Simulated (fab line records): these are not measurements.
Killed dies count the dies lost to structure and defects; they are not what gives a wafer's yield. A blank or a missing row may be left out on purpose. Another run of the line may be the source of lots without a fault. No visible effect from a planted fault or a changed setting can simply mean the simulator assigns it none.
Matching of chambers	flow n5-finfet	rie-diel-06 running N5_BEOL_M9_STRIP_36: 4 sister chambers
The step strips in N2/H2. 4 wafers are shown with their chamber, then 8 later ones without.

WAFERS WITH THEIR CHAMBER
wafer	chamber	showerhead-plenum-p-Torr (Torr)
L079.1	0	2.38
L080.5	1	2.48
L082.4	2	2.60
L086.3	3	2.41

WAFERS WITH NO CHAMBER GIVEN
wafer	showerhead-plenum-p-Torr (Torr)
L086.4	2.60
L086.6	2.60
L092.1	2.68
L092.3	2.40
L092.4	2.47
L096.1	2.59
L096.4	2.46
L096.6	2.59

THE CHAMBER EACH PASSED THROUGH
wafer	from the rows above	in truth
L086.4	2	2
L086.6	2	2
L092.1	2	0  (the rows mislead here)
L092.3	can't be placed: 3 or 0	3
L092.4	can't be placed: 1 or 3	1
L096.1	2	2
L096.4	can't be placed: 1 or 3 or 0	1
L096.6	2	2
4 of 8 placed correctly. Can't be placed from these rows: 3 (the true chamber is among the candidates in 3). Number placed wrongly: 1.
How it was worked out, from the rows above alone: a wafer's distance from a chamber is the root of the sum, over the readings, of the square of ((its reading less the chamber's mean) divided by the reading's scatter). The wafer belongs to the nearest chamber; if the next one is less than 2 further off, it can't be placed. Each chamber's mean is taken over the wafers shown for it. The scatter (one wafer shown for each chamber): square how far every hidden wafer sits from the nearest shown wafer, average those squares and take the square root.
